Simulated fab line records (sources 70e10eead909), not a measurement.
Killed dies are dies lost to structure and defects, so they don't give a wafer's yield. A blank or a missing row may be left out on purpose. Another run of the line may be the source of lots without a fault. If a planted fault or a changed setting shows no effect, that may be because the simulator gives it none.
Which of the tools did it? | flow nandHarc | 7 lots, 19 wafers sampled, at 1 step of a route of 1159

== WHAT THE GAUGES READ, wafer by wafer ==
NHARC_A_SGD_CUT_INSPECT_25.
lot  | measured     | on               | rawDefectCount
L978 | day 14 18:18 | defectInspect-02 | 317 442 433
L984 | day 16 05:35 | defectInspect-01 | 196 236 244
L983 | day 16 15:40 | defectInspect-01 | 545 367 395
L987 | day 17 09:10 | defectInspect-01 | 437 508 579
L989 | day 18 00:37 | defectInspect-02 | 218 306
L995 | day 18 23:55 | defectInspect-02 | 256 365
L998 | day 20 02:04 | defectInspect-02 | 241 325 225

== TOOL THAT RAN EACH LOT (tool first, then ch and the chambers of the sampled wafers, then the start) ==
Record: no process step prior to these readings.

== THE ANSWER, worked out from the rows above alone ==
Rule: usual is defined by the lots themselves. Put in order of their means at a reading, lots are off if they are a third of the lots or fewer, leave a main group of 4 or more, and stand apart from it by a gap of 3 or more times the standard deviation of the main group's means; of several such gaps the widest counts. If all means in a main group match to the digits the tables above print for the reading, that group is not used. A lot without any number at a reading at which 4 lots or more have one is off too. Where the step has rows for the other lots, those lots are counted as sound.
None of the lots is off at any reading shown; this tells nothing.

== WHAT WAS PUT IN BY THE SIMULATOR ==
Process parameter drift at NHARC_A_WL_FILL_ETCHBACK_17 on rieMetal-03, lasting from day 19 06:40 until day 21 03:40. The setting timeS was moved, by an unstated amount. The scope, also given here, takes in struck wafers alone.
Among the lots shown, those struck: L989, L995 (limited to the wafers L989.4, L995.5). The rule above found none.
